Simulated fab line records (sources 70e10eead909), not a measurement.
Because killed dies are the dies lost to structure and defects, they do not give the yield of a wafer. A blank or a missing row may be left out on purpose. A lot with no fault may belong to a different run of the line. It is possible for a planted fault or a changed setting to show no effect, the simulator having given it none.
fab line records    flow nand-harc
[record] lots = 7  wafers = 21  last-day = 32
route steps=1302 shown A_CHANNEL_HOLE_D2@602 A_CHANNEL_FILL_D2@610 END@1302
lots untouched by any fault: they come from a run of this same line in which no faults occurred
start-h: the number of hours between the record's first day and the start of the first shown wafer of the lot    wait-h: hours elapsed since this lot's preceding step    " as in the row above    L1.1+2: one row covering several wafers at once    - value missing, or start not given    * or withheld: withheld    < > ~ a bound
route shown NAME@n: names a module that has steps shown in the file, with the first one's number in the route    usual: average and standard deviation across the fault-free wafers    same: alike in all rows    chamber/n: place in a boat    sites: each site's reading    _std_site: standard deviation across them    _edge_site: outer sites' mean less inner sites'    radius-mm: how far each site lies from the wafer's centre    mask NAME#n: copy n    behind: the last tool/chamber to shape the wafer    hold: what put the lot on hold/how long, in hours/how the hold closed    device: the n, p or np transistor that did not switch    end of line: the same wafers' tests at the end of the route    step lacking rows: just its recipe    killed: at the first sort, the dies lost to defects and structure; wafer yield is something else    map: the dies of a wafer, with x for killed, . for not killed, _ for no die there
set.NAME: the setting that was run; set.NAME@STEP: the one run at that earlier step    model.NAME: the simulator's own value behind a step, which no gauge read
lots at selected steps of the route; one table per step, one row per wafer
services: from which hour (start-h, from the record's first day; less than 0 if before it) a tool's chamber was out of use, for how many hours, and why
[[steps]]
[step NHARC_A_CHANNEL_HOLE_D2_STRIP_43]
[recipe] o2-flow-sccm = 400  cos-flow-sccm = 20  ar-flow-sccm = 0  bias-w = 0  chemistry = O2/COS
[step NHARC_A_CHANNEL_HOLE_D2_ETCH_44]
[recipe] target-depth-a = 1400  overetch-a = 140  time-s = 77  ion-energy-ev = 100  cf4-flow-sccm = 80  o2-flow-sccm = 20  ar-flow-sccm = 0  rf-w = 300  bias-w = 100  chemistry = CF4/O2
[usual] drypump-motor-current-A = 5.4/0.38  oes-product-au = 1.000/0.012  rf-vpp-V = 198.0/1.2  showerhead-plenum-p-Torr = 1.35/0.044  throttle-valve-pct = 13.397/0.0095
lot.wafer  tool         chamber  start-h  wait-h  drypump-motor-current-A  oes-product-au  rf-hours-counter-h  rf-vpp-V  showerhead-plenum-p-Torr  throttle-valve-pct
L893.2     rie-diel-06  3        319.41   0.1     5.5                      0.995           0                   199.4     1.40                      13.413
L893.6     "            2        "        "       5.4                      1.022           -                   196.3     1.30                      13.388
L893.5     "            3        "        "       5.5                      0.986           -                   199.0     1.40                      13.404
L902.2     rie-diel-06  2        404.16   0.1     5.4                      1.012           5                   197.4     1.30                      13.381
L902.3     "            3        "        "       5.5                      0.994           5                   197.9     1.40                      13.408
L902.6     "            3        "        "       5.5                      0.976           -                   198.0     1.40                      13.391
L903.2     rie-diel-06  0        417.03   0.1     5.3                      1.005           7                   199.0     1.34                      13.414
L903.5     "            1        "        "       5.0                      0.984           -                   198.1     1.39                      13.400
L903.6     "            2        "        "       5.3                      1.008           -                   196.2     1.30                      13.396
L904.4     rie-diel-10  2        417.18   0.1     5.0                      1.011           10                  199.3     1.38                      13.398
L904.2     "            3        "        "       5.2                      0.992           11                  197.9     1.35                      13.386
L904.3     "            1        "        "       4.9                      0.971           9                   196.6     1.32                      13.408
L906.4     rie-diel-06  3        445.08   0.1     5.5                      0.975           8                   198.4     1.40                      13.386
L906.2     "            0        "        "       5.3                      1.003           8                   197.3     1.34                      13.405
L906.5     "            0        "        "       5.3                      0.989           -                   196.3     1.34                      13.404
L911.1     rie-diel-06  3        494.90   0.1     5.5                      0.983           0                   197.6     1.40                      13.401
L911.4     "            3        "        "       5.5                      0.994           -                   198.8     1.40                      13.391
L911.6     "            0        "        "       5.3                      1.008           -                   198.3     1.34                      13.398
L913.2     rie-diel-05  1        519.41   0.1     5.7                      0.995           8                   198.7     1.35                      13.401
L913.5     "            2        "        "       6.0                      0.993           -                   198.5     1.39                      13.383
L913.6     "            3        "        "       6.7                      1.020           -                   196.0     1.28                      13.390
[step NHARC_A_CHANNEL_HOLE_D2_STRIP_28]
[recipe] o2-flow-sccm = 500  ar-flow-sccm = 0  bias-w = 0  chemistry = O2
[usual] drypump-motor-current-A = 5.4/0.34  oes-product-au = 1.000/0.013  rf-vpp-V = 57.9/0.9  showerhead-plenum-p-Torr = 3.57/0.11  throttle-valve-pct = 17.037/0.0083
lot.wafer  tool         chamber  start-h  wait-h  drypump-motor-current-A  oes-product-au  rf-hours-counter-h  rf-vpp-V  showerhead-plenum-p-Torr  throttle-valve-pct
L893.2     rie-diel-06  3        -        -       5.5                      0.982           0                   57.3      3.70                      17.041
L893.6     "            0        "        "       5.3                      1.013           -                   57.4      3.54                      17.034
L893.5     "            1        "        "       5.0                      0.996           -                   57.0      3.67                      17.043
L902.2     rie-diel-06  3        -        -       5.5                      0.988           5                   59.0      3.70                      17.044
L902.3     "            0        "        "       5.3                      1.011           6                   57.1      3.53                      17.029
L902.6     "            2        "        "       5.4                      1.007           -                   57.4      3.44                      17.043
L903.2     rie-diel-06  3        -        -       5.5                      0.997           6                   59.4      3.69                      17.031
L903.5     "            2        "        "       5.4                      1.009           -                   58.1      3.44                      17.044
L903.6     "            3        "        "       5.5                      0.989           -                   59.1      3.70                      17.033
L904.4     rie-diel-10  2        -        -       5.1                      1.011           10                  59.6      3.64                      17.039
L904.3     "            3        "        "       5.2                      0.985           11                  57.4      3.57                      17.034
L904.2     "            0        "        "       5.3                      0.999           11                  57.3      3.31                      17.050
L906.4     rie-diel-06  1        -        -       5.0                      0.991           6                   57.7      3.66                      17.030
L906.2     "            3        "        "       5.5                      0.990           8                   59.2      3.69                      17.038
L906.5     "            1        "        "       5.1                      0.989           -                   57.4      3.66                      17.042
L911.1     rie-diel-06  3        -        -       5.5                      0.989           0                   58.9      3.69                      17.041
L911.6     "            0        "        "       5.3                      1.007           -                   57.0      3.53                      17.044
L911.4     "            3        "        "       5.5                      0.983           -                   58.8      3.69                      17.028
L913.2     rie-diel-05  0        -        -       6.3                      1.000           8                   57.0      3.45                      17.040
L913.6     "            0        "        "       6.3                      0.996           -                   57.1      3.45                      17.050
L913.5     "            1        "        "       5.7                      1.006           -                   56.6      3.57                      17.025
[step NHARC_A_CHANNEL_HOLE_D2_PRECLEAN_29]
[recipe] time-s = *  temp-c = 50  bath-age-min = 0  chemistry = SC1
[step NHARC_A_CHANNEL_HOLE_D2_SRD_30]
[step NHARC_A_CHANNEL_HOLE_D2_CD_MEAS_31]
[usual] cd-nm = 89.7/2
lot.wafer  tool       chamber  start-h  wait-h  cd-nm
L893.2     cd-sem-03  -        320.19   -       88.8
L893.5     "          -        "        "       87.7
L893.6     "          -        "        "       92.7
L902.2     cd-sem-02  -        405.08   -       91.3
L902.3     "          -        "        "       88.3
L902.6     "          -        "        "       87.5
L903.2     cd-sem-03  -        417.81   -       89.8
L903.5     "          -        "        "       90.6
L903.6     "          -        "        "       92.3
L904.2     cd-sem-01  -        417.98   -       90.7
L904.3     "          -        "        "       91.1
L904.4     "          -        "        "       92.5
L906.2     cd-sem-01  -        445.88   -       88.5
L906.4     "          -        "        "       87.1
L906.5     "          -        "        "       88.7
L911.1     cd-sem-01  -        495.81   -       90.5
L911.4     "          -        "        "       89.5
L911.6     "          -        "        "       90.4
L913.2     cd-sem-01  -        520.21   -       88.5
L913.5     "          -        "        "       87.0
L913.6     "          -        "        "       87.6
[step NHARC_A_CHANNEL_HOLE_D2_XSEM_32]
[recipe] landing-energy-ev = 35000
[usual] bot-cd-nm = 74.3/2.1  bow-nm = 8.6/0.31  tilt-deg = 0.06/0.035
lot.wafer  tool     chamber  start-h  wait-h  bot-cd-nm  bow-nm  tilt-deg
L893.2     xsem-01  0        320.28   0.1     73.3       8.9     0.03
L893.5     "        0        "        "       72.0       8.8     0.03
L893.6     "        0        "        "       77.5       8.7     0.02
L902.2     xsem-01  0        405.17   0.1     75.2       8.5     0.03
L902.3     "        0        "        "       72.9       8.6     0.03
L902.6     "        0        "        "       71.7       8.6     0.03
L903.2     xsem-02  0        417.90   0.1     75.2       8.9     0.05
L903.5     "        0        "        "       75.1       8.9     0.06
L903.6     "        0        "        "       77.0       8.9     0.06
L904.2     xsem-01  0        418.07   0.1     76.3       8.8     0.11
L904.3     "        0        "        "       76.0       8.8     0.11
L904.4     "        0        "        "       78.1       8.8     0.11
L906.2     xsem-01  0        445.96   0.1     73.3       8.4     0.01
L906.4     "        0        "        "       72.2       8.3     0.01
L906.5     "        0        "        "       73.4       8.3     0.01
L911.1     xsem-02  0        495.90   0.1     74.7       8.6     0.08
L911.4     "        0        "        "       74.1       8.6     0.08
L911.6     "        0        "        "       75.0       8.6     0.08
L913.2     xsem-02  0        520.30   0.1     72.9       9.2     0.10
L913.5     "        0        "        "       71.6       9.3     0.10
L913.6     "        0        "        "       72.1       9.3     0.10
[step NHARC_A_CHANNEL_HOLE_D2_INSPECT_40]
[usual] raw-defect-count = 290/84
lot.wafer  tool               chamber  start-h  wait-h  raw-defect-count
L893.2     defect-inspect-01  -        320.37   -       245
L893.5     "                  -        "        "       291
L893.6     "                  -        "        "       373
L902.2     defect-inspect-01  -        405.26   -       294
L902.3     "                  -        "        "       259
L902.6     "                  -        "        "       255
L903.2     defect-inspect-02  -        418.00   -       303
L903.5     "                  -        "        "       315
L903.6     "                  -        "        "       278
L904.2     defect-inspect-01  -        418.16   -       270
L904.3     "                  -        "        "       405
L904.4     "                  -        "        "       249
L906.2     defect-inspect-01  -        446.06   -       277
L906.4     "                  -        "        "       347
L906.5     "                  -        "        "       198
L911.1     defect-inspect-01  -        496.00   -       335
L911.4     "                  -        "        "       185
L911.6     "                  -        "        "       280
L913.2     defect-inspect-02  -        520.39   -       181
L913.5     "                  -        "        "       227
L913.6     "                  -        "        "       197
[step NHARC_A_CHANNEL_FILL_D2_PRECLEAN_00]
[recipe] time-s = *  temp-c = 50  bath-age-min = 0  chemistry = SC1
[step NHARC_A_CHANNEL_FILL_D2_SRD_01]
[step NHARC_A_CHANNEL_FILL_D2_ALD_02]
[recipe] target-thk-a = 60  pulse-time-s = 10  ald-cycles = 60  temp-c = 300  material = SiO2
[usual] ald-cycles = 60/0  heater-power-w = 483/48  precursor-pulse-height-rel = 1.001/0.019
lot.wafer  tool       chamber  start-h  wait-h  ald-cycles  heater-power-w  precursor-pulse-height-rel
L893.2     ald-hk-03  3        320.71   -       60          538             1.025
L893.5     "          1        "        "       60          427             0.978
L893.6     "          2        "        "       60          413             1.020
L902.3     ald-hk-02  0        405.52   -       60          489             0.982
L902.2     "          2        "        "       60          508             0.976
L902.6     "          0        "        "       60          505             0.964
L903.2     ald-hk-02  0        418.26   -       60          508             1.006
L903.6     "          3        "        "       60          451             0.992
L903.5     "          0        "        "       60          518             0.981
L904.3     ald-hk-02  2        418.62   -       60          507             0.994
L904.4     "          3        "        "       60          478             0.974
L904.2     "          0        "        "       60          507             1.005
L906.2     ald-hk-02  3        448.74   -       60          452             1.047
L906.4     "          0        "        "       60          490             0.994
L906.5     "          1        "        "       60          488             1.005
L911.4     ald-hk-04  0        496.23   0.1     60          506             1.003
L911.1     "          1        "        "       60          476             1.008
L911.6     "          0        "        "       60          510             1.000
L913.2     ald-hk-02  3        521.68   1.2     60          474             1.042
L913.5     "          1        "        "       60          487             0.989
L913.6     "          2        "        "       60          520             1.015
[step NHARC_A_CHANNEL_FILL_D2_ALD_03]
[recipe] target-thk-a = 60  pulse-time-s = 60  ald-cycles = 58  temp-c = 630  pressure-torr = 2  material = SiNx
[usual] ald-cycles = 58/0  precursor-pulse-height-rel = 1.000/0.019
lot.wafer  tool              chamber  start-h  wait-h  ald-cycles  precursor-pulse-height-rel
L893.2     ald-sin-batch-02  0        -        -       58          1.002
L893.5     "                 0        "        "       58          1.022
L893.6     "                 0        "        "       58          0.994
L902.2     ald-sin-batch-02  0        -        -       58          0.990
L902.3     "                 0        "        "       58          1.036
L902.6     "                 0        "        "       58          1.012
L903.2     ald-sin-batch-02  0        -        -       58          0.999
L903.5     "                 0        "        "       58          1.009
L903.6     "                 0        "        "       58          1.011
L904.2     ald-sin-batch-02  0        -        -       58          0.960
L904.3     "                 0        "        "       58          0.993
L904.4     "                 0        "        "       58          1.009
L906.2     ald-sin-batch-03  0        -        -       58          0.986
L906.4     "                 0        "        "       58          1.004
L906.5     "                 0        "        "       58          0.987
L911.1     ald-sin-batch-02  0        -        -       58          0.959
L911.4     "                 0        "        "       58          1.021
L911.6     "                 0        "        "       58          1.020
L913.2     ald-sin-batch-02  0        -        -       58          1.038
L913.5     "                 0        "        "       58          0.987
L913.6     "                 0        "        "       58          0.982
[step NHARC_A_CHANNEL_FILL_D2_ALD_14]
[recipe] target-thk-a = 25  pulse-time-s = 10  ald-cycles = 25  temp-c = 300  material = SiO2
[usual] ald-cycles = 25/0  heater-power-w = 480/57  precursor-pulse-height-rel = 0.999/0.02
lot.wafer  tool       chamber  start-h  wait-h  ald-cycles  heater-power-w  precursor-pulse-height-rel
L893.2     ald-hk-03  3        325.97   0.4     25          556             0.968
L893.6     "          0        "        "       25          555             1.008
L893.5     "          1        "        "       25          430             0.971
L902.2     ald-hk-04  2        412.53   0.1     23          480             0.970
L902.3     "          3        "        "       25          460             0.984
L902.6     "          0        "        "       25          516             1.028
L904.2     ald-hk-04  2        425.20   0.0     23          479             0.980
L904.4     "          0        "        "       25          513             1.014
L904.3     "          1        "        "       25          497             1.025
L903.2     ald-hk-04  3        425.42   0.3     23          459             0.961
L903.5     "          3        "        "       25          458             0.981
L903.6     "          0        "        "       25          521             1.012
L906.4     ald-hk-03  2        455.63   0.1     25          383             0.958
L906.2     "          3        "        "       25          522             0.999
L906.5     "          2        "        "       25          386             0.985
L911.1     ald-hk-04  0        500.69   0.0     25          507             1.000
L911.4     "          2        "        "       25          489             0.992
L911.6     "          0        "        "       25          515             0.998
L913.2     ald-hk-04  1        528.58   0.1     25          474             0.976
L913.6     "          0        "        "       25          526             1.005
L913.5     "          1        "        "       25          488             0.990
[step NHARC_A_CHANNEL_FILL_D2_ALD_15]
[recipe] target-thk-a = 20  pulse-time-s = 60  ald-cycles = 19  temp-c = 630  pressure-torr = 2  material = SiNx
[step NHARC_END_SORT_01]
[recipe] temp-c = 25
[usual] killed-at-array = 56/17  killed-at-other = 1.2/1.4  killed-at-periphery = 4/3.2  killed-dies = 61/16  killed-open = 3.6/2.1  killed-short = 2.7/1.8
[same] gross-dies = 677
lot.wafer  tool       chamber  start-h  wait-h  killed-at-array  killed-at-other  killed-at-periphery  killed-dies  killed-open  killed-short
L893.2     prober-02  0        571.58   2.8     70               0                2                    72           3            1
L893.5     prober-02  0        573.98   3.7     66               0                3                    69           5            4
L893.6     prober-02  0        574.77   4.0     71               0                1                    72           0            1
L903.5     prober-02  0        709.79   3.7     63               0                3                    66           9            3
L906.2     prober-01  0        715.13   2.8     48               2                6                    56           1            3
L906.4     prober-01  0        716.73   3.4     47               1                0                    48           0            4
L906.5     prober-01  0        717.53   3.7     62               2                4                    68           6            1
// killed by level:class
L893.2 A_CHANNEL_HOLE_D1:chamber-film-flake=30 A_SLIT:chamber-film-flake=20 A_CHANNEL_HOLE_D2:chamber-film-flake=6 A_STAIRCASE:chamber-film-flake=4 A_CONTACT:chamber-film-flake=4 P_M0:geometric-particle:open=1 A_ONON_D1:geometric-particle:open=1 A_CHANNEL_FILL_D1:geometric-particle:short=1
L893.5 A_CHANNEL_HOLE_D1:chamber-film-flake=23 A_SLIT:chamber-film-flake=21 A_CHANNEL_HOLE_D2:chamber-film-flake=5 A_STAIRCASE:chamber-film-flake=4 A_CONTACT:chamber-film-flake=3 P_CONTACT:geometric-particle:open=2 A_ONON_D1:geometric-particle:short=1 A_ONON_D1:geometric-particle:open=1
L893.6 A_SLIT:chamber-film-flake=27 A_CHANNEL_HOLE_D1:chamber-film-flake=25 A_CHANNEL_HOLE_D2:chamber-film-flake=9 A_CONTACT:chamber-film-flake=4 A_CHANNEL_FILL_D1:chamber-film-flake=2 A_STAIRCASE:chamber-film-flake=2 A_WL_FILL:geometric-particle:short=1 P_GATE:chamber-film-flake=1
L903.5 A_SLIT:chamber-film-flake=33 A_CONTACT:chamber-film-flake=7 A_CHANNEL_FILL_D1:chamber-film-flake=4 A_CHANNEL_HOLE_D1:chamber-film-flake=3 P_GATE:geometric-particle:open=2 A_ONON_D1:geometric-particle:open=2 A_WL_FILL:geometric-particle:short=2 A_DECK1_JOINT:chamber-film-flake=2
L906.2 A_SLIT:chamber-film-flake=27 A_CONTACT:chamber-film-flake=7 A_CHANNEL_HOLE_D1:chamber-film-flake=5 P_M2:chamber-film-flake=3 A_DECK1_JOINT:chamber-film-flake=3 A_SGD_CUT:chamber-film-flake=2 THIN_TSV:chamber-film-flake=2 P_M0:geometric-particle:short=1
L906.4 A_SLIT:chamber-film-flake=25 A_CHANNEL_HOLE_D1:chamber-film-flake=8 A_CONTACT:chamber-film-flake=3 A_CHANNEL_FILL_D1:geometric-particle:short=2 A_CHANNEL_HOLE_D2:chamber-film-flake=2 A_SGD_CUT:chamber-film-flake=2 A_DECK1_JOINT:geometric-particle:short=1 A_CHANNEL_HOLE_D2:geometric-particle:short=1
L906.5 A_SLIT:chamber-film-flake=24 A_CHANNEL_HOLE_D1:chamber-film-flake=12 A_CONTACT:chamber-film-flake=12 A_SGD_CUT:chamber-film-flake=5 A_ONON_D2:geometric-particle:open=2 A_M0:geometric-particle:open=2 A_CHANNEL_FILL_D2:chamber-film-flake=2 THIN_TSV:chamber-film-flake=2
[[services]]
tool              chamber  start-h  hours  kind
rie-diel-06       -        307.20   9.0    pm
rie-diel-06       0        307.20   9.0    vent-cycle
rie-diel-06       1        307.20   9.0    vent-cycle
rie-diel-05       1        320.83   18.1   repair
ald-hk-02         -        348.00   10.0   pm
rie-diel-10       -        364.83   0.8    repair
xsem-01           -        374.00   14.0   pm
rie-diel-06       1        397.16   12.5   repair
ald-sin-batch-03  -        397.26   18.5   repair
rie-diel-05       -        406.90   9.0    pm
rie-diel-10       -        419.50   9.0    pm
rie-diel-10       2        430.70   2.5    repair
ald-hk-04         -        442.92   10.0   pm
rie-diel-06       1        445.99   5.6    repair
rie-diel-10       1        456.56   7.0    repair
rie-diel-10       0        462.22   11.4   repair
rie-diel-05       2        464.38   2.4    repair
rie-diel-06       3        464.42   3.4    repair
rie-diel-06       -        484.20   9.0    pm
rie-diel-10       -        492.08   1.9    repair
rie-diel-06       2        501.97   6.2    repair
ald-hk-02         -        525.13   2.0    repair
rie-diel-10       -        526.87   2.3    repair
ald-hk-02         -        527.16   10.0   pm
[[key]]
[first-sign] step = NHARC_A_CHANNEL_FILL_D2_ALD_14  reading = ald-cycles  direction = down  sigmas = 99+  usual = 25  struck = 23
effect none on later readings
met-at NHARC_A_CHANNEL_FILL_D2_ALD_14
struck-wafers L902.2,L903.2,L904.2
tester-left-out L902,L903,L904
[fault] kind = process-parameter-drift  tool = ald-hk-04  chamber = -  onset-h = 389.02  steps = NHARC_A_CHANNEL_FILL_D2_ALD_14  channel = ald-cycles  offset = -2  shape = step  end-h = 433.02  scope = struck-wafers-only  acts-in = these-recipes-only  stated = 25
// tester-left-out: of these lots the tester's yield and bins aren't shown, on N5 and GAA mostly nor the transistor test; their killed dies are dies lost to structure and defects alone, not to doping, threshold or leakage, so they don't give the yield
